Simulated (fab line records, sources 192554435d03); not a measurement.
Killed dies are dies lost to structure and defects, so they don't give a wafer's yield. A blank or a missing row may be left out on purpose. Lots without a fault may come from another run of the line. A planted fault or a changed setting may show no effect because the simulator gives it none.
Split-lot experiment | flow n5_finfet | 7 lots, 21 wafers read, on a route of 1938 steps

THE SPLIT
At N5_GATE_CUT_DESCUM_18 (chemistry O2, time 7 s), the setting time_s was moved away from the recipe's 7 s on 6 of the 21 wafers read, by +7.3% to +19.2%. The other wafers ran this setting at the recipe's value.

FROM THE SPLIT TO THE READING: what the file shows between them, 1 step
- N5_GATE_CUT_ETCH_28: etches underlayer in N2/H2, target depth 13 nm, time 10.4 s

THE READING
CAR-EUV_of_GATE_CUT_COAT_07.thk_nm (the simulator's own value, which no gauge read), in nm, at N5_GATE_CUT_ETCH_36 (etches SiARC in CF4, target depth 13 nm, time 21.7 s). The file gives no usual value for it. The 15 wafers here that ran the recipe average 6.9 nm, standard deviation 0.12 nm.

wafer  | tool, chamber at the split | time_s as run, s | against the recipe | CAR-EUV_of_GATE_CUT_COAT_07.thk_nm, nm | against lot-mates on the recipe
L075.2 | rie_diel-02, 0,1           | 7.671            | +9.6%              | 6.6                                    | -0.4
L075.3 | rie_diel-02, 0,1           | 7.671            | +9.6%              | 6.6                                    | -0.4
L075.5 | rie_diel-02, 2             | 7                | recipe             | 7                                      | -
L077.1 | rie_diel-02, 1,3,2         | 7                | recipe             | 6.8                                    | -
L077.2 | rie_diel-02, 1,3,2         | 7                | recipe             | 6.8                                    | -
L077.3 | rie_diel-02, 1,3,2         | 7                | recipe             | 6.6                                    | -
L081.3 | rie_diel-02, 1,0           | 7                | recipe             | 7                                      | -
L081.5 | rie_diel-02, 1             | 7.512            | +7.3%              | 6.6                                    | -0.3
L081.6 | rie_diel-02, 1,0           | 7                | recipe             | 6.8                                    | -
L085.1 | rie_diel-03, 2,3,0         | 7                | recipe             | 7                                      | -
L085.3 | rie_diel-03, 2,3,0         | 7                | recipe             | 7                                      | -
L085.4 | rie_diel-03, 2,3,0         | 7                | recipe             | 7                                      | -
L090.2 | rie_diel-01, 2,0,1         | 7                | recipe             | 7                                      | -
L090.6 | rie_diel-01, 2,0,1         | 7                | recipe             | 7                                      | -
L090.4 | rie_diel-01, 2,0,1         | 7                | recipe             | 6.8                                    | -
L092.1 | rie_diel-02, 1             | 7                | recipe             | 6.8                                    | -
L092.4 | rie_diel-02, 2             | 8.347            | +19.2%             | 6.2                                    | -0.6
L092.6 | rie_diel-02, 2             | 8.347            | +19.2%             | 6.2                                    | -0.6
L097.1 | rie_diel-03, 1,3           | 7                | recipe             | 6.8                                    | -
L097.3 | rie_diel-03, 1,3           | 7                | recipe             | 6.8                                    | -
L097.2 | rie_diel-03, 0             | 7.677            | +9.7%              | 6.6                                    | -0.2
Where a row lists several chambers, the file gives one row for several wafers and doesn't say which wafer went through which chamber.

THE FIT
A straight line over all 21 wafers: CAR-EUV_of_GATE_CUT_COAT_07.thk_nm changes by -0.0341 nm for each +1% of time_s; r = -0.89; the points scatter about the line by 0.11 nm.
The same after taking each lot's own level away (the mean of its wafers on the recipe; 21 wafers): -0.0323 nm for each +1%; r = -0.94; scatter 0.075 nm.
On that fit, the largest move of time_s shifts the reading by 0.62 nm.
The lots' own levels span 6.73 to 7.00 nm, that is 2.2 times the standard deviation above.
So the lot-to-lot level changes the slope little: the two slopes agree.
Check: with one of the wafers moved furthest among these (+19.2%) left out of the fit, the line predicts -0.639 nm for it against its lot-mates. It came out at -0.6 nm against them.

THE WHOLE CHAIN: every reading that the file lists as answering this split, in the file's order
step                | what it does                                                | reading                                                                             | change (the file's fit)                | r (the file's)
N5_GATE_CUT_ETCH_28 | etches underlayer in N2/H2, target depth 13 nm, time 10.4 s | CAR-EUV_of_GATE_CUT_COAT_07.thk_nm (the simulator's own value, which no gauge read) | -0.0364 nm for each +1% of the setting | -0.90
N5_GATE_CUT_ETCH_36 | etches SiARC in CF4, target depth 13 nm, time 21.7 s        | CAR-EUV_of_GATE_CUT_COAT_07.thk_nm (the simulator's own value, which no gauge read) | -0.032 nm for each +1% of the setting  | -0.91

THE FILE'S OWN FIT
CAR-EUV_of_GATE_CUT_COAT_07.thk_nm changes by -0.032 nm for each +1% of time_s, r = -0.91.
